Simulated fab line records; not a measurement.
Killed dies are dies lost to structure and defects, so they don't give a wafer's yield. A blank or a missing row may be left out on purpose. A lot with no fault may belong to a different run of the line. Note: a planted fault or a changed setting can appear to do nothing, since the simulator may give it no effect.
Chamber matching / flow nand_harc / pecvd-02 running NHARC_A_M0_PRE_CLEAN_31: 3 sister chambers
The step time 12 s. 20 wafers are shown with their chamber, then 10 later ones without.

== EACH WAFER AND ITS CHAMBER ==
wafer=L076.1; chamber=1; heater_power_w (W)=807; susceptor_temp_C (C)=369.98
wafer=L076.4; chamber=1; heater_power_w (W)=799; susceptor_temp_C (C)=369.73
wafer=L076.6; chamber=2; heater_power_w (W)=792; susceptor_temp_C (C)=369.79
wafer=L077.4; chamber=2; heater_power_w (W)=826; susceptor_temp_C (C)=370.04
wafer=L077.5; chamber=1; heater_power_w (W)=748; susceptor_temp_C (C)=369.88
wafer=L077.6; chamber=0; heater_power_w (W)=645; susceptor_temp_C (C)=370.10
wafer=L079.2; chamber=0; heater_power_w (W)=612; susceptor_temp_C (C)=369.81
wafer=L079.3; chamber=2; heater_power_w (W)=799; susceptor_temp_C (C)=370.28
wafer=L079.6; chamber=0; heater_power_w (W)=599; susceptor_temp_C (C)=369.75
wafer=L080.1; chamber=0; heater_power_w (W)=598; susceptor_temp_C (C)=369.95
wafer=L080.4; chamber=1; heater_power_w (W)=806; susceptor_temp_C (C)=370.77
wafer=L080.6; chamber=0; heater_power_w (W)=595; susceptor_temp_C (C)=369.82
wafer=L084.3; chamber=2; heater_power_w (W)=784; susceptor_temp_C (C)=369.95
wafer=L084.5; chamber=1; heater_power_w (W)=806; susceptor_temp_C (C)=370.05
wafer=L084.6; chamber=0; heater_power_w (W)=632; susceptor_temp_C (C)=369.72
wafer=L083.2; chamber=2; heater_power_w (W)=716; susceptor_temp_C (C)=370.08
wafer=L083.3; chamber=1; heater_power_w (W)=779; susceptor_temp_C (C)=369.68
wafer=L083.5; chamber=1; heater_power_w (W)=791; susceptor_temp_C (C)=369.88
wafer=L086.1; chamber=0; heater_power_w (W)=541; susceptor_temp_C (C)=370.30
wafer=L086.3; chamber=1; heater_power_w (W)=826; susceptor_temp_C (C)=369.59

SIGNATURES (means of the wafers above)
reading=heater_power_w; chamber 0=603.14; chamber 1=795.25; chamber 2=783.40; scatter within a chamber=31.8
reading=susceptor_temp_C; chamber 0=369.9214; chamber 1=369.9450; chamber 2=370.0280; scatter within a chamber=0.281
Rule: for each reading, subtract the chamber's mean from the wafer's reading, divide by that reading's scatter and square the result; add these up over the readings and take the root, which gives the wafer's distance from the chamber. The wafer belongs to the nearest chamber; if the next one is less than 2 further off, it can't be placed. The scatter: the root of (the sum of the squares of (reading less its chamber's mean) over the shown wafers, divided by (wafers less chambers)).

== WAFERS WITH NO CHAMBER GIVEN ==
wafer=L086.6; heater_power_w (W)=550; susceptor_temp_C (C)=369.99
wafer=L090.3; heater_power_w (W)=812; susceptor_temp_C (C)=370.23
wafer=L090.4; heater_power_w (W)=632; susceptor_temp_C (C)=370.13
wafer=L090.5; heater_power_w (W)=847; susceptor_temp_C (C)=370.01
wafer=L094.2; heater_power_w (W)=601; susceptor_temp_C (C)=370.56
wafer=L094.3; heater_power_w (W)=852; susceptor_temp_C (C)=369.96
wafer=L094.5; heater_power_w (W)=852; susceptor_temp_C (C)=369.92
wafer=L097.2; heater_power_w (W)=854; susceptor_temp_C (C)=370.06
wafer=L097.4; heater_power_w (W)=693; susceptor_temp_C (C)=369.65
wafer=L097.6; heater_power_w (W)=878; susceptor_temp_C (C)=369.97

== EACH ONE'S CHAMBER ==
wafer=L086.6; from the rows above=0; in truth=0
wafer=L090.3; from the rows above=can't be placed: 1 or 2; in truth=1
wafer=L090.4; from the rows above=0; in truth=0
wafer=L090.5; from the rows above=can't be placed: 1 or 2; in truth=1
wafer=L094.2; from the rows above=0; in truth=0
wafer=L094.3; from the rows above=can't be placed: 1 or 2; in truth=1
wafer=L094.5; from the rows above=can't be placed: 1 or 2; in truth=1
wafer=L097.2; from the rows above=can't be placed: 1 or 2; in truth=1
wafer=L097.4; from the rows above=can't be placed: 0 or 2 or 1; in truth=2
wafer=L097.6; from the rows above=can't be placed: 1 or 2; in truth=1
Correctly placed: 3 of 10. Can't be placed from these rows: 7 (the true chamber is among the candidates in 7). Placed wrongly: 0.
